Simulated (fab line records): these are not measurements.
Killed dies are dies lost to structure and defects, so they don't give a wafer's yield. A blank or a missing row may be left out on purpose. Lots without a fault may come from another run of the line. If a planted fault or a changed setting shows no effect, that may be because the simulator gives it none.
Split-lot trial | flow n5Finfet | on a route of 1938 steps: 7 lots, 21 wafers read

## ABOUT THE SPLIT
At N5_BEOL_M5_ETCH_72 (etches underlayer in N2/H2, target depth 6.5 nm, time 5.2 s), the setting biasW was moved away from the recipe's 150 W on 7 of the 21 wafers read, by -11.9% to +11.7%. For the rest of the wafers, this setting stayed at what the recipe calls for.

The reading comes from the split's own step.

## THE READING
rfVppV, in V, at N5_BEOL_M5_ETCH_72 (etches underlayer in N2/H2, target depth 6.5 nm, time 5.2 s). Typical for fault-free wafers on this fab line: 524.1 V, with standard deviation 2.5 V.

wafer  | tool, chamber at the split | biasW as run, W | against the recipe | rfVppV, V | against lot-mates on the recipe
L077.2 | rieDiel-03, 2              | 150             | recipe             | 524.5     | -
L077.4 | rieDiel-03, 2              | 150             | recipe             | 522.6     | -
L077.6 | rieDiel-03, 3              | 150             | recipe             | 526.1     | -
L084.2 | rieDiel-03, 3              | 167.5           | +11.7%             | 563.9     | +36.5
L084.3 | rieDiel-03, 0              | 150             | recipe             | 527.6     | -
L084.5 | rieDiel-03, 1              | 150             | recipe             | 527.1     | -
L089.1 | rieDiel-06, 3              | 164.3           | +9.5%              | 557.5     | +36.3
L089.4 | rieDiel-06, 1              | 150             | recipe             | 522.8     | -
L089.6 | rieDiel-06, 0              | 150             | recipe             | 519.6     | -
L093.1 | rieDiel-01, 3              | 162.7           | +8.5%              | 547.6     | +22.7
L093.3 | rieDiel-01, 2              | 162.7           | +8.5%              | 551.1     | +26.2
L093.6 | rieDiel-01, 1              | 150             | recipe             | 524.9     | -
L090.4 | rieDiel-01, 1              | 150             | recipe             | 528.1     | -
L090.5 | rieDiel-01, 2              | 150             | recipe             | 524.6     | -
L090.6 | rieDiel-01, 3              | 132.2           | -11.9%             | 480.4     | -46.0
L092.1 | rieDiel-03, 2              | 150             | recipe             | 522.4     | -
L092.3 | rieDiel-03, 1              | 150             | recipe             | 525.0     | -
L092.4 | rieDiel-03, 0              | 150             | recipe             | 524.4     | -
L096.2 | rieDiel-03, 3              | 132.2           | -11.9%             | 485.0     | -39.0
L096.3 | rieDiel-03, 2              | 132.2           | -11.9%             | 481.9     | -42.1
L096.6 | rieDiel-03, 3              | 150             | recipe             | 524.0     | -

THE FIT
A straight line over all 21 wafers: rfVppV changes by +3.4 V for each +1% of biasW; r = +0.99; the points scatter about the line by 2.5 V.
The same after taking each lot's own level away (the mean of its wafers on the recipe; 21 wafers): +3.4 V for each +1%; r = +0.99; scatter 2.5 V.
Per that fit: largest biasW move, reading shift of 40 V.
Across the lots, their own levels run from 521.20 to 527.35 V, a range of 2.5 times the standard deviation given above.
So the lot-to-lot level changes the slope little: the two slopes agree.
Check: -39.5 V against its lot-mates is what the line predicts for one of the wafers moved furthest among these (-11.9%) when that wafer is left out of the fit. Against them it came out at -46 V.
Tool readings at the split's step, against how far the setting was moved: rfVppV r = +0.99.

## FURTHER SPLITS ON THESE WAFERS
Before the reading, these wafers also passed through other splits. Each is held against what the fit with the lots' levels taken away leaves over:
other split on the same wafers    | wafers away from the commonest value | r with rfVppV (lot level and that fit taken away)
N5_BEOL_M3_TRENCH_ETCH_37 sourceW | 6                                    | -0.11
N5_BEOL_M5_EXPOSE_08 doseMj       | 15                                   | -0.28

## THE FILE'S OWN FIT
rfVppV changes by +3.46 V for each +1% of biasW, r = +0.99.
